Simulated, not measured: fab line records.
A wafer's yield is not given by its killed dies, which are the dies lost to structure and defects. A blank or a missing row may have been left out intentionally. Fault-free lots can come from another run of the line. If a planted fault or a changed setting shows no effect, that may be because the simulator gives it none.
Matching of chambers / flow nand_harc / pecvd-02 running NHARC_A_M0_DEP_32: 3 sister chambers
The step deposits SiCN, target thk 30 nm. 14 wafers are shown with their chamber, then 7 later ones without.

## WAFERS WITH THEIR CHAMBER
wafer=L837.1; chamber=2; heater_power_outer_w (W)=462; heater_power_w (W)=719; chamber_pressure_Torr (Torr)=2.988
wafer=L837.2; chamber=1; heater_power_outer_w (W)=257; heater_power_w (W)=517; chamber_pressure_Torr (Torr)=3.004
wafer=L837.3; chamber=0; heater_power_outer_w (W)=435; heater_power_w (W)=722; chamber_pressure_Torr (Torr)=2.989
wafer=L836.3; chamber=1; heater_power_outer_w (W)=276; heater_power_w (W)=561; chamber_pressure_Torr (Torr)=2.993
wafer=L836.4; chamber=0; heater_power_outer_w (W)=414; heater_power_w (W)=678; chamber_pressure_Torr (Torr)=3.002
wafer=L836.5; chamber=2; heater_power_outer_w (W)=440; heater_power_w (W)=712; chamber_pressure_Torr (Torr)=2.989
wafer=L840.1; chamber=2; heater_power_outer_w (W)=473; heater_power_w (W)=719; chamber_pressure_Torr (Torr)=3.005
wafer=L840.2; chamber=1; heater_power_outer_w (W)=304; heater_power_w (W)=595; chamber_pressure_Torr (Torr)=3.009
wafer=L840.5; chamber=1; heater_power_outer_w (W)=307; heater_power_w (W)=586; chamber_pressure_Torr (Torr)=3.010
wafer=L844.2; chamber=0; heater_power_outer_w (W)=448; heater_power_w (W)=744; chamber_pressure_Torr (Torr)=2.994
wafer=L844.3; chamber=1; heater_power_outer_w (W)=269; heater_power_w (W)=538; chamber_pressure_Torr (Torr)=3.017
wafer=L844.4; chamber=1; heater_power_outer_w (W)=274; heater_power_w (W)=544; chamber_pressure_Torr (Torr)=3.003
wafer=L853.1; chamber=1; heater_power_outer_w (W)=295; heater_power_w (W)=577; chamber_pressure_Torr (Torr)=3.002
wafer=L853.5; chamber=1; heater_power_outer_w (W)=301; heater_power_w (W)=597; chamber_pressure_Torr (Torr)=2.997

SIGNATURES (means of the wafers above)
reading=heater_power_outer_w; chamber 0=432.33; chamber 1=285.38; chamber 2=458.33; scatter within a chamber=18.1
reading=heater_power_w; chamber 0=714.67; chamber 1=564.38; chamber 2=716.67; scatter within a chamber=27.4
reading=chamber_pressure_Torr; chamber 0=2.99500; chamber 1=3.00438; chamber 2=2.99400; scatter within a chamber=0.00782
Rule: for a wafer and a chamber, the distance is found by dividing, reading by reading, the gap between the wafer's reading and the chamber's mean by the reading's scatter, squaring, summing and taking the root. The wafer belongs to the nearest chamber; if the next one is less than 2 further off, it can't be placed. How the scatter is found: for the shown wafers, subtract from each reading the mean of its chamber, square and add these, divide the total by (wafers less chambers), then take the root.

## WAFERS WITH NO CHAMBER GIVEN
wafer=L853.6; heater_power_outer_w (W)=421; heater_power_w (W)=702; chamber_pressure_Torr (Torr)=3.010
wafer=L857.2; heater_power_outer_w (W)=379; heater_power_w (W)=658; chamber_pressure_Torr (Torr)=2.994
wafer=L857.3; heater_power_outer_w (W)=309; heater_power_w (W)=605; chamber_pressure_Torr (Torr)=2.995
wafer=L857.6; heater_power_outer_w (W)=388; heater_power_w (W)=669; chamber_pressure_Torr (Torr)=2.998
wafer=L856.1; heater_power_outer_w (W)=330; heater_power_w (W)=634; chamber_pressure_Torr (Torr)=3.004
wafer=L856.2; heater_power_outer_w (W)=506; heater_power_w (W)=764; chamber_pressure_Torr (Torr)=2.990
wafer=L856.6; heater_power_outer_w (W)=337; heater_power_w (W)=607; chamber_pressure_Torr (Torr)=3.001

## WHICH CHAMBER EACH ONE RAN IN
wafer=L853.6; from the rows above=can't be placed: 0 or 2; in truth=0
wafer=L857.2; from the rows above=can't be placed: 0 or 2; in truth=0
wafer=L857.3; from the rows above=1; in truth=1
wafer=L857.6; from the rows above=can't be placed: 0 or 2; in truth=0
wafer=L856.1; from the rows above=1; in truth=1
wafer=L856.2; from the rows above=can't be placed: 2 or 0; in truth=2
wafer=L856.6; from the rows above=1; in truth=1
3 of 7 placed correctly. Can't be placed from these rows: 4 (the true chamber is among the candidates in 4). 0 placed wrongly.
